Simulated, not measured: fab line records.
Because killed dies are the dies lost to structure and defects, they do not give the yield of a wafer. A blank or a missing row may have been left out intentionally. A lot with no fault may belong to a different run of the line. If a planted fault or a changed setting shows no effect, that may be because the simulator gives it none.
Matching of chambers    flow nand-harc    NHARC_A_BLC_ALD_23 on ald-metal-02 has 4 sister chambers
The step deposits TiN, target thk 3 nm, pulse time 1 s, ald cycles 150. 8 wafers are shown with their chamber, then 7 later ones without.

## EACH WAFER AND ITS CHAMBER
wafer   chamber  heater-power-outer-w (W)  heater-power-w (W)
L078.2  3        584                       947
L078.4  2        648                       1043
L078.6  1        757                       1142
L083.3  2        646                       1078
L083.4  1        742                       1123
L083.5  0        661                       1143
L084.1  3        591                       903
L084.4  0        671                       1113

## WAFERS WHOSE CHAMBER IS MISSING
wafer   heater-power-outer-w (W)  heater-power-w (W)
L084.5  665                       1048
L092.3  591                       913
L092.4  665                       1166
L092.6  649                       1046
L096.3  665                       1081
L096.4  753                       1161
L096.5  638                       1066

## WHICH CHAMBER EACH ONE RAN IN
wafer   from the rows above      in truth
L084.5  can't be placed: 2 or 0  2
L092.3  3                        3
L092.4  0                        0
L092.6  2                        2
L096.3  can't be placed: 0 or 2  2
L096.4  1                        1
L096.5  2                        2
Correctly placed: 5 of 7. Can't be placed from these rows: 2 (the true chamber is among the candidates in 2). 0 placed wrongly.
How it was worked out, from the rows above alone: a wafer's distance from a chamber is the root of the sum, over the readings, of the square of ((its reading less the chamber's mean) divided by the reading's scatter). If the next closest chamber is less than 2 further off than the closest, the wafer can't be placed; otherwise it belongs to the closest. Each chamber's mean is taken over the wafers shown for it. How the scatter is found: for the shown wafers, subtract from each reading the mean of its chamber, square and add these, divide the total by (wafers less chambers), then take the root.
